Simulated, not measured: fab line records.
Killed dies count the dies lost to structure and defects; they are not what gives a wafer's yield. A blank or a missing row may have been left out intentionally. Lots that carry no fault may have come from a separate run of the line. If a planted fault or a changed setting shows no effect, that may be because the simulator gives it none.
Matching of chambers | flow n5 finfet | pecvd-02 running N5_BEOL_M9_PECVD_70: 3 sister chambers
The step deposits SiO2 from TEOS/O2, target thk 20 nm, time 22.7 s. 20 wafers are shown with their chamber, then 10 later ones without.

## WAFERS WITH THEIR CHAMBER
wafer  | chamber | throttle valve pct (%) | showerhead plenum p Torr (Torr) | heater power w (W)
L074.2 | 1       | 22.2                   | 8.73                            | 637
L074.4 | 1       | 22.0                   | 8.73                            | 660
L074.5 | 2       | 20.2                   | 8.83                            | 805
L075.1 | 0       | 22.1                   | 8.84                            | 687
L075.3 | 2       | 20.4                   | 8.86                            | 707
L075.5 | 2       | 20.5                   | 8.85                            | 697
L083.1 | 0       | 22.1                   | 8.85                            | 697
L083.2 | 1       | 22.2                   | 8.74                            | 655
L083.3 | 2       | 20.6                   | 8.84                            | 800
L088.1 | 0       | 21.9                   | 8.83                            | 745
L088.2 | 2       | 20.4                   | 8.84                            | 770
L088.3 | 1       | 22.2                   | 8.75                            | 557
L088.4 | 2       | 20.9                   | 8.85                            | 770
L088.5 | 1       | 22.2                   | 8.73                            | 549
L088.6 | 0       | 22.0                   | 8.86                            | 750
L091.1 | 0       | 22.1                   | 8.85                            | 714
L091.2 | 1       | 22.2                   | 8.75                            | 558
L091.3 | 1       | 22.3                   | 8.75                            | 563
L091.4 | 0       | 22.2                   | 8.86                            | 728
L091.5 | 1       | 22.2                   | 8.73                            | 571

SIGNATURES (means of the wafers above)
reading                  | chamber 0 | chamber 1 | chamber 2 | scatter within a chamber
throttle valve pct       | 22.067    | 22.188    | 20.500    | 0.15
showerhead plenum p Torr | 8.8483    | 8.7387    | 8.8450    | 0.0106
heater power w           | 720.17    | 593.75    | 758.17    | 42
Rule: for each reading, subtract the chamber's mean from the wafer's reading, divide by that reading's scatter and square the result; add these up over the readings and take the root, which gives the wafer's distance from the chamber. The wafer belongs to the nearest chamber; if the next one is less than 2 further off, it can't be placed. The scatter is the square root of a quotient: the sum, over the shown wafers, of each reading's squared deviation from its chamber's mean, divided by wafers minus chambers.

## WAFERS WITH NO CHAMBER GIVEN
wafer  | throttle valve pct (%) | showerhead plenum p Torr (Torr) | heater power w (W)
L091.6 | 22.1                   | 8.85                            | 750
L090.1 | 22.3                   | 8.75                            | 627
L090.2 | 22.1                   | 8.86                            | 661
L090.3 | 22.3                   | 8.72                            | 641
L090.4 | 21.9                   | 8.86                            | 660
L090.5 | 22.1                   | 8.74                            | 642
L090.6 | 22.1                   | 8.84                            | 662
L093.1 | 21.9                   | 8.87                            | 698
L093.4 | 21.8                   | 8.86                            | 720
L093.5 | 21.9                   | 8.88                            | 704

## EACH ONE'S CHAMBER
wafer  | from the rows above | in truth
L091.6 | 0                   | 0
L090.1 | 1                   | 1
L090.2 | 0                   | 0
L090.3 | 1                   | 1
L090.4 | 0                   | 0
L090.5 | 1                   | 1
L090.6 | 0                   | 0
L093.1 | 0                   | 0
L093.4 | 0                   | 0
L093.5 | 0                   | 0
10 of 10 placed correctly. Number that these rows cannot place: 0. Wrongly placed: 0.
